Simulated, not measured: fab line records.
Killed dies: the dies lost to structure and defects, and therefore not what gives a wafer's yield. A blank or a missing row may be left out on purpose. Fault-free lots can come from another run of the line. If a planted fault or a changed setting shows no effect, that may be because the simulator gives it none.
Split-lot trial | flow n5 finfet | 21 wafers read from 7 lots, route of 1938 steps

== THE SPLIT ==
At N5_BEOL_M14_PEB_26 (peb time 90 s), the setting peb temp c was moved away from the recipe's 130 C on 7 of the 21 wafers read, by -1.6% to +2.4%. For the rest of the wafers, this setting stayed at what the recipe calls for.

== FROM THE SPLIT TO THE READING: what the file shows between them, 2 steps ==
- N5_BEOL_M14_DEVELOP_27: develop time 45 s (also split here: develop time s)
- N5_BEOL_M14_HARDBAKE_32: time 120 s

== THE READING ==
cd nm at N5_BEOL_M14_CD_MEAS_28, given in nm (cd target 284.4 nm). Typical for fault-free wafers on this fab line: 284.5 nm, with standard deviation 1.4 nm.

wafer  | tool, chamber at the split | peb temp c as run, C | against the recipe | cd nm, nm | against lot-mates on the recipe
L078.2 | litho track-02, 0          | 128.8                | -0.9%              | 278.3     | -6.2
L078.3 | litho track-02, 0          | 128.8                | -0.9%              | 278.4     | -6.1
L078.4 | litho track-02, 0          | 130                  | recipe             | 284.5     | -
L079.3 | litho track-05, 0          | 130                  | recipe             | 284.5     | -
L079.4 | litho track-05, 0          | 130                  | recipe             | 283.9     | -
L079.6 | litho track-05, 0          | 133.1                | +2.4%              | 299.6     | +15.4
L085.2 | litho track-02, 0          | 130                  | recipe             | 285.2     | -
L085.3 | litho track-02, 0          | 130                  | recipe             | 286.3     | -
L085.6 | litho track-02, 0          | 132.1                | +1.6%              | 296.2     | +10.4
L089.1 | litho track-01, 0          | 127.9                | -1.6%              | 271.7     | -11.6
L089.3 | litho track-01, 0          | 130                  | recipe             | 283.3     | -
L089.5 | litho track-01, 0          | 127.9                | -1.6%              | 273.4     | -9.9
L090.3 | litho track-02, 0          | 130                  | recipe             | 284.2     | -
L090.5 | litho track-02, 0          | 130                  | recipe             | 284.0     | -
L090.6 | litho track-02, 0          | 130                  | recipe             | 285.3     | -
L088.2 | litho track-02, 0          | 130                  | recipe             | 283.7     | -
L088.3 | litho track-02, 0          | 130                  | recipe             | 285.3     | -
L088.5 | litho track-02, 0          | 128.7                | -1.0%              | 276.7     | -7.8
L093.2 | litho track-01, 0          | 130                  | recipe             | 284.1     | -
L093.3 | litho track-01, 0          | 130                  | recipe             | 284.4     | -
L093.5 | litho track-01, 0          | 130                  | recipe             | 282.8     | -

THE FIT
A straight line over all 21 wafers: cd nm changes by +6.92 nm for each +1% of peb temp c; r = +0.99; the points scatter about the line by 0.91 nm.
The same after taking each lot's own level away (the mean of its wafers on the recipe; 21 wafers): +6.62 nm for each +1%; r = +0.99; scatter 0.62 nm.
That fit puts the effect of the largest move of peb temp c on the reading at 16 nm.
From 283.30 to 285.75 nm: that is the span of the lots' own levels, equal to 1.7 times the standard deviation above.
Hence the lot-to-lot level has little effect on the slope; both slopes agree.
Check: +15.9 nm against its lot-mates is what the line predicts for one of the wafers moved furthest among these (+2.4%) when that wafer is left out of the fit. Against them it came out at +15.4 nm.

== ADDITIONAL SPLITS CARRIED BY THESE WAFERS ==
These wafers also went through other splits before the reading. Each is held against what the fit with the lots' levels taken away leaves over:
other split on the same wafers        | wafers away from the commonest value | r with cd nm (lot level and that fit taken away)
N5_BEOL_M12_TRENCH_ETCH_34 time s     | 5                                    | -0.19
N5_BEOL_M14_DEVELOP_27 develop time s | 7                                    | +0.39

== THE WHOLE CHAIN: every reading that the file lists as answering this split, in the file's order ==
step                       | what it does                                                    | reading                                                         | change (the file's fit)              | r (the file's)
N5_BEOL_M14_CD_MEAS_28     | target cd 284.4 nm                                              | cd nm                                                           | +6.61 nm for each +1% of the setting | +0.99
N5_BEOL_M14_DESCUM_33      | chemistry O2, time 7.9 s                                        | BEOL_M14.cd nm (the simulator's own value, which no gauge read) | +6.44 nm for each +1% of the setting | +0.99
N5_BEOL_M14_ETCH_67        | etches SiARC in CF4, target depth 143 nm, time 238.3 s          | BEOL_M14.cd nm (the simulator's own value, which no gauge read) | +6.54 nm for each +1% of the setting | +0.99
N5_BEOL_M14_TRENCH_ETCH_34 | etches SiO2 in C4F8/O2/Ar, target depth 556.65 nm, time 126.9 s | BEOL_M14.cd nm (the simulator's own value, which no gauge read) | +6.33 nm for each +1% of the setting | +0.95

== THE FILE'S OWN FIT ==
cd nm changes by +6.61 nm for each +1% of peb temp c, r = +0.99.
